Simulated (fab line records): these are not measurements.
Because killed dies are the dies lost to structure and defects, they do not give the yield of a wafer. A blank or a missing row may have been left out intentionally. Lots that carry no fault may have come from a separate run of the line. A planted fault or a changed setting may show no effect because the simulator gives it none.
A single fault, viewed from 2 desks ; flow n5Finfet ; only its own numbers are on each desk; what lay behind them is given at the end

## THE METROLOGY DESK
What the gauges read, lot by lot, whatever tool the lot ran on: means of the sampled wafers that have a number. Any lot whose mean is over 4 standard deviations away from the usual mean is out of limits and marked OUT; that distance is given in the brackets. Of its 11 readings 7 are shown: the one that was out of limits first, and those that lie furthest out on some lot.
Columns: A = trenchDepthNm at N5_BEOL_M3_OCD_MEAS_38, usual 55.5 nm; B = DIBL_N at N5_BEOL_M4_RC_MEAS_101, usual 35.8 mV/V; C = IOFF_N at N5_BEOL_M4_RC_MEAS_101, usual 0.16 nA/um; D = ION_P at N5_BEOL_M4_RC_MEAS_101, usual 461 uA/um; E = SS_N at N5_BEOL_M4_RC_MEAS_101, usual 71.4 mV/dec; F = SS_P at N5_BEOL_M4_RC_MEAS_101, usual 73.2 mV/dec; G = VT_P at N5_BEOL_M4_RC_MEAS_101, usual -251 mV
lot;first seen here;A;B;C;D;E;F;G
L907;day 7 20:51;56.4;34.7;0.15;461;71.4;72.9;-249
L908;day 7 21:30;55.4;35.9;0.18;466;71.5;73.3;-247
L912;day 9 06:41;54.5;36.8;0.16;458;71.5;73.8;-251
L910;day 9 06:48;55.2;36.8;0.17;459;71.8;73.0;-252
L918;day 11 03:39;54.7;35.5;0.16;465;71.0;73.0;-247
L920;day 11 11:58;56.4;33.3;0.11;462;70.5;72.4;-253
L921;day 11 18:30;51.0 (-4.7) OUT;37.2;0.16;445;72.0;73.7;-256
L922;day 12 01:16;50.9 (-4.8) OUT;37.1;0.17;461;71.3;73.3;-251
L923;day 12 06:57;50.8 (-4.9) OUT;36.8;0.17;462;71.7;73.8;-246
Finding of this desk: L921, L922, L923 out of limits; the first was L921 at day 11 18:30, on trenchDepthNm at N5_BEOL_M3_OCD_MEAS_38. In limits: L907, L908, L912, L910, L918, L920.

## DESK OF THE TOOL OWNER: rieDiel-06
The tool's own readings at N5_BEOL_M3_TRENCH_ETCH_37 (etches SiOC in C4F6/O2, target depth 55.555 nm, time 29.2 s): means of the sampled wafers that have a number, for each lot that ran on this tool. Any lot whose mean is over 4 standard deviations away from the usual mean is out of limits and marked OUT; that distance is given in the brackets.
Columns: A = drypumpMotorCurrentA at N5_BEOL_M3_TRENCH_ETCH_37, usual 5.7 A; B = oesProductAu at N5_BEOL_M3_TRENCH_ETCH_37, usual 0.78 a.u.; C = rfVppV at N5_BEOL_M3_TRENCH_ETCH_37, usual 660 V; D = showerheadPlenumPTorr at N5_BEOL_M3_TRENCH_ETCH_37, usual 2.78 Torr; E = throttleValvePct at N5_BEOL_M3_TRENCH_ETCH_37, usual 20.91 %
lot;first seen here;A;B;C;D;E
L907;day 7 20:41;5.7;0.79;657;2.78;20.88
L908;day 7 21:20;5.4;0.73;661;2.76;20.95
L912;day 9 06:32;5.5;0.77;660;2.75;20.81
L918;day 11 03:29;5.2;0.71;666;2.72;20.89
L921;day 11 18:21;5.5;0.67;656;2.77;20.99
L922;day 12 01:06;5.6;0.74;660;2.75;20.82
L923;day 12 06:47;5.6;0.73;658;2.74;20.82
This desk found nothing out of limits on any of the 7 lots.

## TAKEN TOGETHER
At day 11 18:30 the metrology desk could have sounded an alarm, on L921, L922, L923.
The tool owner's desk saw nothing out of limits.
On record at the tool owner's desk: L921, L922, L923, within its limits.
Of the lots named, all ran N5_BEOL_M3_TRENCH_ETCH_37 on rieDiel-06.

## WHAT THE SIMULATOR PUT IN
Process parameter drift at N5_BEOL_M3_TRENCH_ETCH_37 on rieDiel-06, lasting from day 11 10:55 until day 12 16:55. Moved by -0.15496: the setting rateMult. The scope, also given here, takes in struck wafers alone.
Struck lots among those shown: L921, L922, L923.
Hours from the fault's start to each desk's first reading out of limits: the metrology desk, 8.
